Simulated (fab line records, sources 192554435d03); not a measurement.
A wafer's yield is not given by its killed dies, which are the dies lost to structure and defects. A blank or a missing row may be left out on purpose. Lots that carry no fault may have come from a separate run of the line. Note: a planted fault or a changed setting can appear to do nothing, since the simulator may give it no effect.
fab line records -- flow n5_finfet
[record] lots = 7, wafers = 21
route steps=1938 shown PASSIVATION@1931
start_h: start of the lot's first displayed wafer, in hours after the record's first day -- wait_h: hours from the lot's prior step to this one -- " repeats the value in the row above -- L1.1+2: a row that stands for several wafers -- - no value present, or no start provided -- * or withheld: withheld -- < > ~ a bound
route shown NAME@n: a module of which the file shows steps, and the number in the route of the first -- usual: mean and standard deviation over wafers with no fault -- same: alike in all rows -- chamber/n: place in a boat -- sites: per-site readings -- _std_site: standard deviation of those values -- _edge_site: the outer-site mean with the inner-site mean subtracted -- radius_mm: how far each site lies from the wafer's centre -- mask NAME#n: copy n -- behind: tool/chamber where the wafer was last shaped -- hold: why the lot was held/for how many hours/how that ended -- device: transistor that didn't switch, given as n, p or np -- end of line: at the end of the route, the tests of the same wafers -- a step given without rows: its recipe and nothing more -- killed: not the wafer's yield, but the dies lost to structure and defects at the first sort -- map: shows each die of a wafer: x if killed, . if not, _ if none is there
set.NAME: setting as actually run; set.NAME@STEP: the setting as run at that earlier step -- model.NAME: the simulator's own value behind a step, which no gauge read
one table per step and one row per wafer, for lots whose settings were changed on purpose
[[steps]]
[step N5_PASSIVATION_STRIP_48]
[recipe] chemistry = O2, power_w = 600, temp_c = 60, pressure_mtorr = 30, rf_frequency_hz = 6e+07, bias_power_w = 0, overash_fraction = 0.5, o2_flow_sccm = 225
lot.wafer,tool,chamber,start_h,wait_h,set.power_w
L074.3+4+6,rie_diel-01,"0,1,2",304.62,0.1,600
L076.2+3,rie_diel-04,"1,2",325.13,0.1,503.8
L076.6,rie_diel-04,2,325.13,0.1,600
L077.2+4,rie_diel-04,"3,1",335.37,0.1,492.7
L077.3,rie_diel-04,2,335.37,0.1,600
L078.1+2,rie_diel-03,"2,1",346.78,0.1,677.1
L078.5,rie_diel-03,3,346.78,0.1,600
L079.1+5,rie_diel-04,"1,0",352.12,0.1,643.2
L079.3,rie_diel-04,3,352.12,0.1,600
L096.1+3+6,rie_diel-04,"0,3,0",459.45,0.1,600
L097.1+2+6,rie_diel-03,"3,2,3",459.72,0.1,600
[step N5_PASSIVATION_STRIP_52]
[recipe] chemistry = post_etch_residue_remover, time_s = 1200, temp_c = 72.5
[step N5_PASSIVATION_CLEAN_71]
[recipe] chemistry = IPA, time_s = 180, temp_c = 25
[step N5_PASSIVATION_SRD_72]
[recipe] dry = ipa_marangoni, time_s = 30, temp_c = 23, rinse_liquid = diw
[step N5_PASSIVATION_ANNEAL_56]
[recipe] temp_c = 400, time_s = 1800, ambient = FGA, idle_temp_c = 300, ramp_up_c_per_min = 5, ramp_down_c_per_min = 3
[step N5_PASSIVATION_PROBE_49]
[usual] defect_limited_yield = 91.5/1.4, killed_at_M0_to_M3 = 34/11, killed_at_M4_up = 15/6, killed_at_contacts = 11/5.9, killed_at_front_end = 37/11, killed_at_other = 3.6/2.9, killed_dies = 101/17, killed_open = 66/12, killed_short = 33/7.8, sort_bin_5_function = 5.0/0.97, sort_bin_6_memory = 3.2/0.65, sort_n_pass = 1079/17, sort_yield_pct = 91.4/1.4
[same] gross_dies = 1180, killed_at_back_side = 0, sort_bin_4_leakage[%] = 0, sort_bin_8_speed[%] = 0
lot.wafer,tool,chamber,start_h,wait_h,set.time_s@PASSIVATION_PASS_ETCH_47,defect_limited_yield[%],killed_at_M0_to_M3,killed_at_M4_up,killed_at_contacts,killed_at_front_end,killed_at_other,killed_dies,killed_open,killed_short,sort_bin_5_function[%],sort_bin_6_memory[%],sort_n_pass,sort_yield_pct[%]
L074.3,prober-02,-,307.21,0.1,385,90.4,55,9,6,35,8,113,74,36,4.7,4.1,1067,90.4
L074.4,prober-02,-,307.26,0.2,464.4,83.4,55,13,10,118,0,196,70,43,12.4,3.9,984,83.4
L074.6,prober-02,-,307.36,0.3,464.4,82.0,37,17,8,104,46,212,52,36,14.1,3.4,968,82.0
L076.2,prober-01,-,327.67,0.1,385,89.6,59,9,12,32,11,123,69,46,5.6,4.6,1057,89.6
L076.3,prober-01,-,327.72,0.1,385,93.6,15,13,10,32,5,75,46,25,3.5,2.5,1105,93.6
L076.6,prober-01,-,327.87,0.3,385,92.2,28,10,16,30,8,92,58,34,4.1,3.5,1088,92.2
L077.2,prober-01,-,337.92,0.1,406.9,79.7,164,7,15,53,1,240,76,24,11.8,7.8,940,79.7
L077.3,prober-01,-,337.97,0.1,406.9,80.6,161,16,7,43,2,229,62,27,11.3,7.0,951,80.6
L077.4,prober-01,-,338.02,0.2,385,90.9,32,22,1,47,5,107,73,33,5.2,3.6,1073,90.9
L078.1,prober-01,-,349.32,0.0,337.5,59.9,46,19,10,54,344,473,88,40,35.6,4.1,707,59.9
L078.2,prober-01,-,349.37,0.1,337.5,72.2,60,20,4,25,219,328,68,42,23.4,3.9,852,72.2
L078.5,prober-01,-,349.52,0.2,385,91.4,46,16,9,30,0,101,63,35,5.4,3.1,1079,91.4
L079.1,prober-02,-,354.61,0.0,327.5,9.6,16,19,9,29,994,1067,56,17,87.8,2.4,113,9.6
L079.3,prober-02,-,354.71,0.1,327.5,26.6,33,13,24,209,587,866,75,33,69.2,3.9,314,26.6
L079.5,prober-02,-,354.81,0.2,385,90.9,28,28,20,30,1,107,66,39,5.3,3.3,1073,90.9
L096.1,prober-02,-,461.95,0.0,385,82.5,135,8,11,49,3,206,59,32,9.7,7.0,974,82.5
L096.3,prober-02,-,462.05,0.1,385,81.5,135,8,17,51,7,218,76,40,10.7,7.0,962,81.5
L096.6,prober-02,-,462.20,0.3,318.3,0.5,22,12,15,34,1091,1174,54,29,96.3,3.0,6,0.5
L097.1,prober-02,-,462.25,0.0,385,84.4,73,15,16,76,4,184,127,55,9.6,5.8,996,84.4
L097.2,prober-02,-,462.30,0.1,385,92.1,43,4,11,30,5,93,57,33,4.1,3.6,1087,92.1
L097.6,prober-02,-,462.50,0.3,385,92.1,35,9,5,44,0,93,61,32,4.6,3.2,1087,92.1
// killed by level:class
L074.3 BEOL_M0_SAQP:geometric_particle:open=12 BEOL_M1:geometric_particle:open=12 BEOL_M2:geometric_particle:open=11 BEOL_M0_SAQP:geometric_particle:short=9 FIN_SAQP:geometric_particle:open=6 MOL_CONTACT_COAG:geometric_particle:open=6 STI_FIN_REVEAL:geometric_particle:open=4 DUMMY_GATE:geometric_particle:open=4
L074.4 FIN_SAQP:area_ald=77 BEOL_M0_SAQP:geometric_particle:open=15 BEOL_M0_SAQP:geometric_particle:short=11 DUMMY_GATE:geometric_particle:open=10 MOL_CONTACT_COAG:geometric_particle:open=10 BEOL_M2:geometric_particle:open=7 BEOL_M1:geometric_particle:open=6 BEOL_M1:geometric_particle:short=5
L074.6 FIN_SAQP:area_ald=74 PASSIVATION:area_etch=43 BEOL_M0_SAQP:geometric_particle:short=11 BEOL_M0_SAQP:geometric_particle:open=8 BEOL_M2:geometric_particle:open=8 BEOL_M4:geometric_particle:open=6 FIN_SAQP:geometric_particle:short=5 GATE_CUT:geometric_particle:short=5
L076.2 BEOL_M0_SAQP:geometric_particle:short=18 BEOL_M0_SAQP:geometric_particle:open=16 BEOL_M1:geometric_particle:open=15 FIN_SAQP:geometric_particle:short=6 FIN_SAQP:geometric_particle:open=6 STI_FIN_REVEAL:geometric_particle:open=6 MOL_CONTACT_COAG:geometric_particle:short=5 MOL_CONTACT_COAG:geometric_particle:open=5
L076.3 STI_FIN_REVEAL:geometric_particle:open=9 STARTING-WAFER:geometric_particle:short=6 MOL_CONTACT_COAG:geometric_particle:open=6 BEOL_M1:geometric_particle:open=5 GATE_CUT:geometric_particle:short=4 BEOL_M2:geometric_particle:open=4 BEOL_M6:geometric_particle:open=4 MOL_CONTACT_COAG:geometric_particle:short=3
L076.6 MOL_CONTACT_COAG:geometric_particle:open=14 BEOL_M0_SAQP:geometric_particle:short=9 BEOL_M0_SAQP:geometric_particle:open=9 DUMMY_GATE:geometric_particle:open=8 GATE_CUT:geometric_particle:short=7 FIN_SAQP:geometric_particle:short=6 BEOL_M4:geometric_particle:open=5 BEOL_M1:geometric_particle:open=3
L077.2 BEOL_M0_SAQP:area_expose=132 STI_FIN_REVEAL:geometric_particle:open=12 MOL_CONTACT_COAG:geometric_particle:open=12 BEOL_M0_SAQP:geometric_particle:open=7 BEOL_M0_SAQP:geometric_particle:short=7 BEOL_M1:geometric_particle:open=7 DUMMY_GATE:geometric_particle:open=5 ILD0:geometric_particle:open=5
L077.3 BEOL_M0_SAQP:area_expose=137 BEOL_M2:geometric_particle:open=10 FIN_SAQP:geometric_particle:short=9 DUMMY_GATE:geometric_particle:open=9 STI_FIN_REVEAL:geometric_particle:open=8 FIN_SAQP:geometric_particle:open=6 BEOL_M0_SAQP:geometric_particle:short=6 BEOL_M4:geometric_particle:open=5
L077.4 STI_FIN_REVEAL:geometric_particle:open=15 DUMMY_GATE:geometric_particle:open=9 BEOL_M0_SAQP:geometric_particle:open=9 FIN_SAQP:geometric_particle:short=8 BEOL_M4:geometric_particle:short=8 BEOL_M8:geometric_particle:open=6 BEOL_M4:geometric_particle:open=6 BEOL_M2:geometric_particle:open=5
L078.1 PASSIVATION:area_etch=342 BEOL_M0_SAQP:geometric_particle:open=15 STI_FIN_REVEAL:geometric_particle:open=14 FIN_SAQP:geometric_particle:open=11 BEOL_M3:geometric_particle:open=10 BEOL_M0_SAQP:geometric_particle:short=9 FIN_SAQP:geometric_particle:short=7 BEOL_M4:geometric_particle:open=7
L078.2 PASSIVATION:area_etch=218 BEOL_M0_SAQP:geometric_particle:short=18 BEOL_M0_SAQP:geometric_particle:open=13 BEOL_M3:geometric_particle:open=12 BEOL_M4:geometric_particle:open=11 FIN_SAQP:geometric_particle:short=7 FIN_SAQP:geometric_particle:open=5 BEOL_M1:geometric_particle:open=5
L078.5 BEOL_M0_SAQP:geometric_particle:short=15 STI_FIN_REVEAL:geometric_particle:open=10 BEOL_M3:geometric_particle:open=10 MOL_CONTACT_COAG:geometric_particle:open=7 FIN_SAQP:geometric_particle:short=6 BEOL_M0_SAQP:geometric_particle:open=6 BEOL_M2:geometric_particle:open=6 BEOL_M4:geometric_particle:open=6
L079.1 PASSIVATION:area_etch=993 BEOL_M4:geometric_particle:open=10 FIN_SAQP:geometric_particle:open=9 MOL_CONTACT_COAG:geometric_particle:open=7 GATE_CUT:geometric_particle:open=5 GATE_CUT:geometric_particle:short=4 BEOL_M6:geometric_particle:open=4 BEOL_M1:geometric_particle:open=4
L079.3 PASSIVATION:area_etch=585 FIN_SAQP:area_ald=173 MOL_CONTACT_COAG:geometric_particle:open=20 GATE_CUT:geometric_particle:open=9 BEOL_M3:geometric_particle:open=9 FIN_SAQP:geometric_particle:open=7 DUMMY_GATE:geometric_particle:open=6 BEOL_M0_SAQP:geometric_particle:open=6
L079.5 MOL_CONTACT_COAG:geometric_particle:open=18 BEOL_M4:geometric_particle:open=12 BEOL_M2:geometric_particle:open=7 BEOL_M2:geometric_particle:short=7 BEOL_M5:geometric_particle:short=7 BEOL_M3:geometric_particle:open=6 FIN_SAQP:geometric_particle:short=5 DUMMY_GATE:geometric_particle:open=5
L096.1 BEOL_M0_SAQP:area_expose=114 STI_FIN_REVEAL:geometric_particle:open=11 FIN_SAQP:geometric_particle:short=9 FIN_SAQP:geometric_particle:open=9 MOL_CONTACT_COAG:geometric_particle:open=8 BEOL_M0_SAQP:geometric_particle:open=8 GATE_CUT:geometric_particle:open=5 STI_FIN_REVEAL:geometric_particle:short=4
L096.3 BEOL_M0_SAQP:area_expose=98 FIN_SAQP:geometric_particle:open=16 MOL_CONTACT_COAG:geometric_particle:open=13 BEOL_M3:geometric_particle:open=12 STI_FIN_REVEAL:geometric_particle:open=10 FIN_SAQP:geometric_particle:short=9 GATE_CUT:geometric_particle:short=6 BEOL_M3:geometric_particle:short=6
L096.6 PASSIVATION:area_etch=1089 MOL_CONTACT_COAG:geometric_particle:open=12 FIN_SAQP:geometric_particle:short=9 FIN_SAQP:geometric_particle:open=5 BEOL_M3:geometric_particle:open=5 BEOL_M4:geometric_particle:open=5 DUMMY_GATE:geometric_particle:open=4 STI_FIN_REVEAL:geometric_particle:open=3
L097.1 BEOL_M0_SAQP:geometric_particle:short=20 FIN_SAQP:geometric_particle:open=15 STI_FIN_REVEAL:geometric_particle:open=15 BEOL_M0_SAQP:geometric_particle:open=15 MOL_CONTACT_COAG:geometric_particle:open=14 BEOL_M2:geometric_particle:open=14 BEOL_M3:geometric_particle:open=11 FIN_SAQP:geometric_particle:short=8
L097.2 BEOL_M1:geometric_particle:open=16 BEOL_M0_SAQP:geometric_particle:short=10 MOL_CONTACT_COAG:geometric_particle:open=7 BEOL_M2:geometric_particle:open=6 FIN_SAQP:geometric_particle:short=5 FIN_SAQP:geometric_particle:open=4 STI_FIN_REVEAL:geometric_particle:open=4 GATE_CUT:geometric_particle:short=4
L097.6 STI_FIN_REVEAL:geometric_particle:open=10 BEOL_M2:geometric_particle:open=9 BEOL_M0_SAQP:geometric_particle:open=8 BEOL_M3:geometric_particle:open=6 DUMMY_GATE:geometric_particle:short=4 DUMMY_GATE:geometric_particle:open=4 GATE_CUT:geometric_particle:open=4 BEOL_M0_SAQP:geometric_particle:short=4
[[key]]
[split] step = N5_PASSIVATION_STRIP_48, setting = power_w, stated = 600, by = wafer
response none clear
split outside_this_file step=N5_PASSIVATION_PASS_ETCH_47 setting=time_s
// split outside_this_file: this setting was split too, and the file shows its column; the key of that split is in another file
